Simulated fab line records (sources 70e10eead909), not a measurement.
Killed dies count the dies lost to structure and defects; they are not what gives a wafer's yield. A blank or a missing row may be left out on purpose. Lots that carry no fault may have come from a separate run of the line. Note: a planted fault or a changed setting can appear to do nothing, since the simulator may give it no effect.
fab line records    flow nand-harc    part 2 of 2: steps 21 to 28 of 28
record lots=5  wafers=15  last-day=34
route steps=1302 shown A_STAIRCASE@831
lots untouched by any fault: they come from a run of this same line in which no faults occurred
start-h: hours from the record's opening day to when the first of the lot's shown wafers began    wait-h: hours elapsed since this lot's preceding step    " unchanged from the row above    L1.1+2: one row covering several wafers at once    - value missing, or start not given    * or withheld: withheld    < > ~ a bound
route shown NAME@n: a module of which the file shows steps, and the number in the route of the first    usual: average and standard deviation across the fault-free wafers    same: alike in all rows    chamber/n: place in a boat    sites: the reading at each site    _std_site: standard deviation of those values    _edge_site: the outer-site mean with the inner-site mean subtracted    radius-mm: for every site, how far away it sits from the centre of the wafer    mask NAME#n: copy n    behind: the last tool/chamber to shape the wafer    hold: the reason the lot was held/the length of the hold in hours/how it ended    device: the n, p or np transistor that did not switch    end of line: the same wafers' tests at the end of the route    where a step has no rows: the recipe by itself    killed: count of dies lost to structure and defects at first sort (not the wafer's yield)    map: per-die view of a wafer (x killed, . not killed, _ where there is no die)
set.NAME: the setting the step ran with; set.NAME@STEP: the setting that earlier step ran with    model.NAME: the simulator's own value behind a step, which no gauge read
a table for each step, a row for each wafer; lots at some steps of the route
services: from which hour (start-h, from the record's first day; less than 0 if before it) a tool's chamber was out of use, for how many hours, and why
## steps
# step NHARC_A_STAIRCASE_DEP_322
# recipe target-thk-a=72000  temp-c=400  target-thk-nm=7200  teos-flow-sccm=200  rf-w=500  material=SiO2
# usual heater-power-outer-w=377/85  heater-power-w=650/130
lot.wafer  tool      chamber  start-h  wait-h  heater-power-outer-w  heater-power-w
L074.2     pecvd-03  1        419.27   0.2     450                   759
L074.5     "         0        "        "       191                   364
L074.4     "         2        "        "       352                   623
L076.1     pecvd-01  2        435.87   0.1     453                   764
L076.4     "         2        "        "       342                   625
L076.6     "         1        "        "       405                   721
L083.2     pecvd-03  2        495.43   0.1     460                   747
L083.6     "         2        "        "       353                   596
L083.5     "         0        "        "       190                   369
L090.1     pecvd-04  0        573.87   0.2     413                   682
L090.5     "         2        "        "       385                   590
L090.6     "         0        "        "       336                   577
L097.1     pecvd-01  2        642.44   0.1     376                   688
L097.3     "         1        "        "       575                   1001
L097.5     "         1        "        "       451                   786
# step NHARC_A_STAIRCASE_ANNEAL_323
# recipe temp-c=750  time-s=1800
# usual spike-tc-bottom-C=770.1/1.1  spike-tc-lower-C=750.8/1.2  zone-power-bottom-pct=18.8/0.75  zone-power-lower-pct=13.5/0.83  zone-power-top-pct=26.5/1.6
lot.wafer  tool        chamber  start-h  wait-h  spike-tc-bottom-C  spike-tc-lower-C  zone-power-bottom-pct  zone-power-lower-pct  zone-power-top-pct
L074.2     furnace-07  0        425.15   -       771.5              749.7             19.4                   12.8                  28.4
L074.4     "           0        "        "       769.6              751.0             19.2                   12.6                  27.8
L074.5     "           0        "        "       768.9              750.4             19.8                   12.6                  28.1
L076.1     furnace-07  0        440.32   -       769.5              749.5             19.6                   12.7                  28.0
L076.4     "           0        "        "       770.0              750.9             19.3                   12.7                  27.8
L076.6     "           0        "        "       768.8              751.2             19.5                   12.6                  27.9
L083.2     furnace-04  0        501.07   -       770.8              751.8             18.4                   14.4                  25.2
L083.5     "           0        "        "       770.7              749.4             17.7                   14.5                  24.9
L083.6     "           0        "        "       771.8              752.9             17.7                   14.5                  24.7
L090.1     furnace-07  0        581.36   -       769.2              751.1             19.8                   12.8                  27.9
L090.5     "           0        "        "       768.9              749.6             19.3                   12.7                  28.0
L090.6     "           0        "        "       771.1              750.4             19.6                   12.6                  28.4
L097.1     furnace-06  0        649.65   -       769.9              750.7             18.6                   13.2                  24.7
L097.3     "           0        "        "       771.2              750.1             18.8                   13.3                  24.9
L097.5     "           0        "        "       769.7              748.2             18.7                   13.3                  24.9
# step NHARC_A_STAIRCASE_DEP_325
# recipe target-thk-a=72000  temp-c=400  target-thk-nm=7200  teos-flow-sccm=200  rf-w=500  material=SiO2
# usual heater-power-outer-w=364/81  heater-power-w=620/120
lot.wafer  tool      chamber  start-h  wait-h  heater-power-outer-w  heater-power-w
L074.2     pecvd-04  1        428.55   0.1     433                   709
L074.5     "         1        "        "       334                   584
L074.4     "         0        "        "       347                   609
L076.1     pecvd-04  1        443.93   0.3     363                   613
L076.6     "         2        "        "       398                   604
L076.4     "         1        "        "       324                   578
L083.2     pecvd-03  1        504.45   0.1     502                   822
L083.6     "         1        "        "       373                   651
L083.5     "         0        "        "       198                   360
L090.1     pecvd-04  1        584.78   0.1     341                   596
L090.6     "         2        "        "       384                   573
L090.5     "         0        "        "       328                   568
L097.3     pecvd-03  2        652.98   0.1     411                   648
L097.1     "         1        "        "       466                   794
L097.5     "         1        "        "       393                   674
# step NHARC_A_STAIRCASE_ANNEAL_326
# recipe temp-c=750  time-s=1800
# usual spike-tc-bottom-C=770.0/0.99  spike-tc-lower-C=750.4/0.96  zone-power-bottom-pct=18.9/0.57  zone-power-lower-pct=13.2/0.5  zone-power-top-pct=26.2/1.6
lot.wafer  tool        chamber  start-h  wait-h  spike-tc-bottom-C  spike-tc-lower-C  zone-power-bottom-pct  zone-power-lower-pct  zone-power-top-pct
L074.2     furnace-06  0        435.44   -       772.2              750.7             18.9                   13.4                  25.0
L074.4     "           0        "        "       770.7              749.0             18.4                   13.3                  25.0
L074.5     "           0        "        "       768.9              749.6             18.4                   13.5                  24.8
L076.1     furnace-06  0        450.09   -       770.2              750.4             18.7                   13.3                  24.8
L076.4     "           0        "        "       769.4              750.7             18.2                   13.3                  25.0
L076.6     "           0        "        "       770.5              749.2             18.6                   13.4                  25.0
L083.2     furnace-06  0        510.37   -       770.9              750.5             18.5                   13.3                  24.6
L083.5     "           0        "        "       769.5              749.6             18.3                   13.1                  25.0
L083.6     "           0        "        "       770.3              750.4             18.6                   13.1                  24.8
L090.1     furnace-07  0        591.02   -       770.0              751.3             19.6                   12.8                  28.4
L090.5     "           0        "        "       768.2              750.8             19.7                   12.9                  28.0
L090.6     "           0        "        "       769.8              749.8             19.8                   12.7                  27.9
L097.1     furnace-07  0        657.43   -       770.0              750.4             19.4                   12.7                  28.4
L097.3     "           0        "        "       770.9              750.4             19.6                   12.7                  28.0
L097.5     "           0        "        "       769.0              750.2             19.5                   12.7                  28.3
# step NHARC_A_STAIRCASE_DEHYDRATE_433
# recipe temp-c=150  time-s=120
# usual resist-line-temp-C=23.01/0.11
lot.wafer  tool            chamber  start-h  wait-h  resist-line-temp-C
L074.2     litho-track-03  0        438.86   0.1     23.19
L074.4     "               0        "        "       23.05
L074.5     "               0        "        "       23.11
L076.1     litho-track-02  0        453.48   0.1     22.99
L076.4     "               0        "        "       23.01
L076.6     "               0        "        "       22.98
L083.2     litho-track-03  0        513.72   0.1     23.18
L083.5     "               0        "        "       23.07
L083.6     "               0        "        "       22.93
L090.1     litho-track-02  0        594.37   0.1     23.07
L090.5     "               0        "        "       23.10
L090.6     "               0        "        "       22.90
L097.1     litho-track-05  0        660.81   0.1     23.20
L097.3     "               0        "        "       23.20
L097.5     "               0        "        "       23.10
# step NHARC_A_STAIRCASE_HMDS_434
# recipe time-s=30
# usual resist-line-temp-C=23.02/0.1
lot.wafer  tool            chamber  start-h  wait-h  resist-line-temp-C
L074.2     litho-track-03  0        -        -       22.84
L074.4     "               0        "        "       22.79
L074.5     "               0        "        "       22.79
L076.1     litho-track-02  0        -        -       23.14
L076.4     "               0        "        "       22.98
L076.6     "               0        "        "       23.03
L083.2     litho-track-03  0        -        -       23.02
L083.5     "               0        "        "       23.03
L083.6     "               0        "        "       23.04
L090.1     litho-track-02  0        -        -       23.02
L090.5     "               0        "        "       22.93
L090.6     "               0        "        "       22.94
L097.1     litho-track-05  0        -        -       23.00
L097.3     "               0        "        "       22.98
L097.5     "               0        "        "       22.89
# step NHARC_A_STAIRCASE_COAT_435
# recipe spin-rpm=1200
# usual resist-line-temp-C=22.99/0.11
lot.wafer  tool            chamber  start-h  wait-h  resist-line-temp-C
L074.2     litho-track-03  0        -        -       23.07
L074.4     "               0        "        "       22.83
L074.5     "               0        "        "       22.95
L076.1     litho-track-02  0        -        -       23.19
L076.4     "               0        "        "       23.13
L076.6     "               0        "        "       23.15
L083.2     litho-track-03  0        -        -       23.09
L083.5     "               0        "        "       23.04
L083.6     "               0        "        "       22.99
L090.1     litho-track-02  0        -        -       23.13
L090.5     "               0        "        "       23.23
L090.6     "               0        "        "       23.19
L097.1     litho-track-05  0        -        -       23.19
L097.3     "               0        "        "       22.90
L097.5     "               0        "        "       23.03
# step NHARC_A_STAIRCASE_SOFTBAKE_436
# recipe temp-c=135  time-s=170
# usual resist-line-temp-C=22.99/0.1
lot.wafer  tool            chamber  start-h  wait-h  resist-line-temp-C
L074.2     litho-track-03  0        -        -       22.92
L074.4     "               0        "        "       22.99
L074.5     "               0        "        "       22.95
L076.1     litho-track-02  0        -        -       22.99
L076.4     "               0        "        "       23.10
L076.6     "               0        "        "       22.88
L083.2     litho-track-03  0        -        -       23.06
L083.5     "               0        "        "       22.96
L083.6     "               0        "        "       23.03
L090.1     litho-track-02  0        -        -       22.86
L090.5     "               0        "        "       22.97
L090.6     "               0        "        "       22.96
L097.1     litho-track-05  0        -        -       22.99
L097.3     "               0        "        "       22.98
L097.5     "               0        "        "       23.00
## services
tool            chamber  start-h  hours  kind
furnace-07      -        372.91   4.9    repair
pecvd-03        -        383.98   0.8    repair
rie-diel-13     2        384.14   13.5   repair
furnace-07      -        388.97   26.0   pm
rie-diel-09     1        399.58   2.5    repair
litho-track-02  -        402.00   7.0    pm
wet-h3po4-02    -        420.00   8.0    pm
rie-diel-09     1        443.80   8.7    repair
litho-track-03  -        450.00   7.0    pm
pecvd-04        -        450.03   13.0   pm
wet-bench-01    -        453.60   8.0    pm
pecvd-04        2        472.90   3.7    repair
pecvd-01        -        492.10   13.0   pm
rie-diel-09     -        497.14   9.0    pm
rie-diel-13     -        519.23   9.0    pm
wet-bench-09    -        528.80   8.0    pm
rie-diel-04     -        534.14   9.0    pm
rie-diel-13     0        543.73   4.0    repair
pecvd-03        -        547.00   13.0   pm
litho-track-02  -        577.00   7.0    pm
rie-diel-09     3        620.89   3.2    repair
litho-track-03  -        625.00   7.0    pm
wet-bench-01    -        629.60   8.0    pm
rie-diel-13     0        650.82   5.1    repair
